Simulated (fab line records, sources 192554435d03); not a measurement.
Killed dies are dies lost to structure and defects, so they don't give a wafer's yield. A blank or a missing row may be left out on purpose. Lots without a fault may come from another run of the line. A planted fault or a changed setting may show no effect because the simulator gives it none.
Chamber matching | flow n5_finfet | N5_BEOL_M0_SAQP_STRIP_86 on rie_diel-05: 4 sister chambers
The step strips in N2/H2. 4 wafers are shown with their chamber, then 9 later ones without.

WAFERS WITH THEIR CHAMBER
wafer  | chamber | showerhead_plenum_p_Torr (Torr)
L091.3 | 1       | 3.23
L092.2 | 2       | 3.29
L092.4 | 0       | 3.46
L092.6 | 3       | 3.24

WAFERS WITHOUT THEIR CHAMBER
wafer  | showerhead_plenum_p_Torr (Torr)
L093.2 | 3.46
L093.5 | 3.29
L093.6 | 3.23
L094.1 | 3.24
L094.4 | 3.23
L094.6 | 3.28
L096.2 | 3.22
L096.3 | 3.45
L096.4 | 3.28

WHICH CHAMBER EACH WENT THROUGH
wafer  | from the rows above     | in truth
L093.2 | 0                       | 0
L093.5 | 2                       | 2
L093.6 | can't be placed: 1 or 3 | 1
L094.1 | can't be placed: 3 or 1 | 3
L094.4 | can't be placed: 1 or 3 | 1
L094.6 | 2                       | 2
L096.2 | can't be placed: 1 or 3 | 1
L096.3 | 0                       | 0
L096.4 | 2                       | 2
Placed correctly: 5 of 9. Can't be placed from these rows: 4 (the true chamber is among the candidates in 4). Placed wrongly: 0.
How it was worked out, from the rows above alone: a wafer's distance from a chamber is the root of the sum, over the readings, of the square of ((its reading less the chamber's mean) divided by the reading's scatter). The wafer belongs to the nearest chamber; if the next one is less than 2 further off, it can't be placed. A chamber's mean is the mean of its shown wafers. The scatter: with one shown wafer a chamber, the root of the mean of the squares of how far each hidden wafer lies from its nearest shown one.
